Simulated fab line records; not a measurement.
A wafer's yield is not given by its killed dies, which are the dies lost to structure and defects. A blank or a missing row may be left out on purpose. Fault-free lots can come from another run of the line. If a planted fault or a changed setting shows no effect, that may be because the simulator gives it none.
Chamber matching + flow nandHarc + 3 sister chambers for NHARC_A_SLIT_DEP_25 on pecvd-02
The step deposits SiO2, target thk 200 nm. 3 wafers are shown with their chamber, then 7 later ones without.

WAFERS, EACH WITH ITS CHAMBER
| wafer  | chamber | heaterPowerW (W) |
|--------|---------|------------------|
| L090.4 | 1       | 539              |
| L091.2 | 2       | 794              |
| L091.3 | 0       | 539              |

WAFERS WITHOUT THEIR CHAMBER
| wafer  | heaterPowerW (W) |
|--------|------------------|
| L091.5 | 544              |
| L095.2 | 463              |
| L095.3 | 709              |
| L095.6 | 484              |
| L096.2 | 534              |
| L096.3 | 749              |
| L096.4 | 536              |

THE CHAMBER EACH PASSED THROUGH
| wafer  | from the rows above          | in truth |
|--------|------------------------------|----------|
| L091.5 | can't be placed: 0 or 1      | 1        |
| L095.2 | can't be placed: 0 or 1      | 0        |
| L095.3 | can't be placed: 2 or 0 or 1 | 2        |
| L095.6 | can't be placed: 0 or 1      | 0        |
| L096.2 | can't be placed: 0 or 1      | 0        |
| L096.3 | 2                            | 2        |
| L096.4 | can't be placed: 0 or 1      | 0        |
Correct placement for 1 of the 7. Can't be placed from these rows: 6 (the true chamber is among the candidates in 6). 0 placed wrongly.
How it was worked out, from the rows above alone: a wafer's distance from a chamber is the root of the sum, over the readings, of the square of ((its reading less the chamber's mean) divided by the reading's scatter). If the next closest chamber is less than 2 further off than the closest, the wafer can't be placed; otherwise it belongs to the closest. For every chamber, the mean is computed from those of its wafers that are shown. The scatter (one wafer shown for each chamber): square how far every hidden wafer sits from the nearest shown wafer, average those squares and take the square root.
